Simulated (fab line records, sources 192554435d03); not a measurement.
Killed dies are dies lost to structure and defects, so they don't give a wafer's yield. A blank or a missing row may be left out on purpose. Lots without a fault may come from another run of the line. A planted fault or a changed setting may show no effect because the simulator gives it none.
Chamber matching | flow n5_finfet | N5_BEOL_M1_ETCH_64 on rie_diel-01: 4 sister chambers
The step etches SOC in N2/H2, target depth 75 nm, overetch 15 nm, time 112.5 s. 4 wafers are shown with their chamber, then 8 later ones without.

WAFERS WITH THEIR CHAMBER
wafer  | chamber | drypump_motor_current_A (A)
L086.1 | 1       | 5.9
L090.1 | 0       | 5.1
L090.4 | 2       | 5.6
L092.1 | 3       | 6.2

WAFERS WITHOUT THEIR CHAMBER
wafer  | drypump_motor_current_A (A)
L092.2 | 5.1
L092.4 | 6.3
L093.1 | 6.0
L093.4 | 5.6
L093.5 | 6.0
L094.4 | 5.9
L094.5 | 5.1
L094.6 | 5.9

WHICH CHAMBER EACH WENT THROUGH
wafer  | from the rows above     | in truth
L092.2 | 0                       | 0
L092.4 | 3                       | 3
L093.1 | can't be placed: 1 or 3 | 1
L093.4 | 2                       | 2
L093.5 | can't be placed: 1 or 3 | 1
L094.4 | 1                       | 1
L094.5 | 0                       | 0
L094.6 | 1                       | 1
Placed correctly: 6 of 8. Can't be placed from these rows: 2 (the true chamber is among the candidates in 2). Placed wrongly: 0.
How it was worked out, from the rows above alone: a wafer's distance from a chamber is the root of the sum, over the readings, of the square of ((its reading less the chamber's mean) divided by the reading's scatter). The wafer belongs to the nearest chamber; if the next one is less than 2 further off, it can't be placed. A chamber's mean is the mean of its shown wafers. The scatter: with one shown wafer a chamber, the root of the mean of the squares of how far each hidden wafer lies from its nearest shown one.
